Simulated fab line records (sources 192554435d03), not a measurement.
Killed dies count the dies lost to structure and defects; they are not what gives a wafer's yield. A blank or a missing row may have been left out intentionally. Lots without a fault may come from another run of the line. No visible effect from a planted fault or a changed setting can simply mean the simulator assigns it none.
Chamber matching | flow n5-finfet | 4 sister chambers for N5_PMOS_HMC_CHANNEL_EPI_CMP_21 on cmp-03
The step polishes SiGe30, target thk 54 nm. 16 wafers are shown with their chamber, then 8 later ones without.

WAFERS, EACH WITH ITS CHAMBER
wafer  | chamber | motor-current-A (A)
L075.3 | 2       | 15.1
L075.4 | 3       | 14.4
L075.6 | 0       | 10.8
L076.3 | 0       | 10.7
L076.4 | 3       | 14.9
L076.6 | 0       | 10.3
L077.3 | 1       | 12.8
L077.4 | 3       | 14.2
L077.6 | 1       | 13.0
L086.1 | 0       | 11.1
L086.2 | 1       | 13.8
L086.4 | 3       | 14.3
L088.2 | 2       | 14.5
L088.5 | 3       | 13.6
L088.6 | 2       | 15.0
L091.1 | 2       | 14.4

SIGNATURES, as means of the wafers listed above
reading         | chamber 0 | chamber 1 | chamber 2 | chamber 3 | scatter within a chamber
motor-current-A | 10.725    | 13.200    | 14.750    | 14.280    | 0.421
Rule: a wafer's distance from a chamber is the root of the sum, over the readings, of the square of ((its reading less the chamber's mean) divided by the reading's scatter). If the next closest chamber is less than 2 further off than the closest, the wafer can't be placed; otherwise it belongs to the closest. How the scatter is found: for the shown wafers, subtract from each reading the mean of its chamber, square and add these, divide the total by (wafers less chambers), then take the root.

WAFERS WITHOUT THEIR CHAMBER
wafer  | motor-current-A (A)
L091.3 | 10.5
L091.4 | 13.7
L095.2 | 15.4
L095.4 | 13.7
L095.5 | 10.5
L097.4 | 13.8
L097.5 | 13.2
L097.6 | 11.5

WHICH CHAMBER EACH WENT THROUGH
wafer  | from the rows above          | in truth
L091.3 | 0                            | 0
L091.4 | can't be placed: 1 or 3 or 2 | 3
L095.2 | can't be placed: 2 or 3      | 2
L095.4 | can't be placed: 1 or 3 or 2 | 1
L095.5 | 0                            | 0
L097.4 | can't be placed: 3 or 1 or 2 | 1
L097.5 | 1                            | 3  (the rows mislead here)
L097.6 | 0                            | 0
Correctly placed: 3 of 8. Unplaceable from these rows: 4, with the true chamber sitting among the candidates in 4. Placed wrongly: 1.
